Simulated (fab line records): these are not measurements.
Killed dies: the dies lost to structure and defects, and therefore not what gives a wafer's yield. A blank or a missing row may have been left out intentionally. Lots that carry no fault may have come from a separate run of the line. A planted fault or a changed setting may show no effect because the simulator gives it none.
A lot that was struck, set against a sound lot    flow n5 finfet    23 out of 1938 route steps
Sound: wafers L795.1, L795.4, L795.5. Struck: wafer L803.4. (L803.6 of the same lot was not struck and is left out.) The cause comes at the end.
At each step with rows: each side's tool, then ch and its chambers, then its first start. Under that, the readings that differ: sound wafers    struck wafers    difference of the means    sigmas: that difference in standard deviations of wafers without a fault.
alike: readings whose means differ by less than 2 such deviations, and words and numbers that are the same on both sides. not compared: withheld readings, readings that some wafer has no value for, bounds like >300 that may hide the same value, and numbers for which the record gives no deviation and whose values overlap.
The two part at a step that has a row with sigmas, a row that says differs or no value, or rows on one side only. When numbers do not overlap yet have no deviation, they are printed without sigmas and do not part them. Lack of a reading on every wafer of one side parts them only where that side has two or more wafers.

first, 11 steps without rows for these wafers: N5_WELL_APT_OXIDE_STRIP_42 (strips SiO2 in dHF, time 45 s, target depth 12 nm); N5_WELL_APT_PRECLEAN_36 (cleans in O3/DIW, time 45 s); N5_WELL_APT_PRECLEAN_39 (cleans in dHF, time 60 s); N5_WELL_APT_SRD_37 (time 30 s); N5_WELL_APT_EPI_41 (deposits Si from SiH4/H2, target thk 50 nm, time 297.7 s); N5_PMOS_HMC_CHANNEL_EPI_HM_DEP_34 (deposits SiO2 from TEOS/O2, target thk 36 nm, time 6.9 s); N5_PMOS_HMC_CHANNEL_EPI_COAT_31 (time 60 s, resist thk 66 nm); N5_PMOS_HMC_CHANNEL_EPI_COAT_03 (resist thk 205 nm); N5_PMOS_HMC_CHANNEL_EPI_EBR_05; N5_PMOS_HMC_CHANNEL_EPI_SOFTBAKE_04 (time 60 s); N5_PMOS_HMC_CHANNEL_EPI_EXPOSE_06 (exposes mask PMOS HMC BLK, target cd 240 nm).
N5_PMOS_HMC_CHANNEL_EPI_PEB_07: peb time 60 s.
  sound on litho track-02 ch 0, day 2 11:16; struck on litho track-02 ch 0, day 4 11:39
reading                   sound              struck  difference  sigmas
heater power total W (W)  173.9 177.2 175.0  186.4   +11.0       +6
then, 1 step without rows for these wafers: N5_PMOS_HMC_CHANNEL_EPI_DEVELOP_08 (develop time 30 s).
N5_PMOS_HMC_CHANNEL_EPI_DESCUM_14: chemistry O2, time 7.9 s.
  sound on rie diel-01 ch 0,1,3, day 2 11:25; struck on rie diel-05 ch 1, day 4 12:18
reading                                sound              struck  difference  sigmas
rf vpp V (V)                           243.1 241.6 242.1  244.5   +2.2        +2
model.PMOS_HMC_CHANNEL_EPI.cd nm (nm)  237.1 237.2 237.5  235.3   -2.0        
  alike: drypump motor current A, oes product au, showerhead plenum p Torr, throttle valve pct
  not compared: rf hours counter h
then, 5 steps without rows for these wafers: N5_PMOS_HMC_CHANNEL_EPI_ETCH_32 (etches BARC in N2/H2, stops on SiO2, target depth 85.8 nm, time 50.3 s); N5_PMOS_HMC_CHANNEL_EPI_HM_OPEN_15 (chemistry CHF3/O2, target SiO2, target depth 40.6 nm, time 20.3 s); N5_PMOS_HMC_CHANNEL_EPI_STRIP_33 (strips in N2/H2); N5_PMOS_HMC_CHANNEL_EPI_STRIP_17 (strips in SPM, time 750 s); N5_PMOS_HMC_CHANNEL_EPI_ETCH_38 (etches SiO2 in CF4, target depth 1.5 nm).
N5_PMOS_HMC_CHANNEL_EPI_FIN_RECESS_16: chemistry HBr/Cl2, target Si, target depth 54 nm, time 18 s.
  sound on rie si-06 ch 0,3, day 2 11:53; struck on rie si-01 ch 0, day 4 12:57
reading                                sound              struck  difference  sigmas
drypump motor current A (A)            5.3 5.9 5.3        6.6     +1.1        +2
model.PMOS_HMC_CHANNEL_EPI.cd nm (nm)  238.8 239.2 238.4  236.7   -2.1        
  alike: oes product au, throttle valve pct
  not compared: rf hours counter h
then, 1 step without rows for these wafers: N5_PMOS_HMC_CHANNEL_EPI_PRECLEAN_36 (cleans in O3/DIW, time 45 s).
-- here the record skips 6 days between the struck wafers' starts before and after, leaving off in module PMOS_HMC_CHANNEL_EPI and picking up in module BEOL_M4 (first step shown: number 1111 of the route) --
N5_BEOL_M4_RC_MEAS_101:
  sound on prober-01 ch 0, day 8 21:04; struck on prober-02 ch 0, day 10 20:56
  alike: DIBL_N, DIBL_P, IOFF_N, IOFF_P, ION_N, ION_P, SS_N, SS_P, VT_N, VT_P
-- the record jumps here: 5 days lie between the struck wafers' starts before and after (it left off in module BEOL_M4 and takes up again in module PASSIVATION, whose first step shown is number 1936 of the route) --
N5_PASSIVATION_PROBE_49:
  sound: prober-01 at day 12 17:52; struck: prober-02 at day 15 14:34
reading                sound        struck  difference  sigmas
sort_bin_6_memory (%)  3.8 4.2 3.6  2.5     -1.4        -2
sort_bin_8_speed (%)   2.03 0 0     0       -1          -4
  alike: defect limited yield, killed_at_M0_to_M3, killed_at_M4_up, killed at contacts, killed at front end, killed at other, killed dies, killed open, killed short, sort_bin_5_function, sort n pass, sort yield pct

## WHERE THEY PART
First at N5_PMOS_HMC_CHANNEL_EPI_PEB_07; last, within this record, at N5_PASSIVATION_PROBE_49.

WHY: what the simulator had put in
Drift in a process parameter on litho track-02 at N5_PMOS_HMC_CHANNEL_EPI_PEB_07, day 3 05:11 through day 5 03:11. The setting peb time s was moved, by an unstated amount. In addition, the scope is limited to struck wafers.
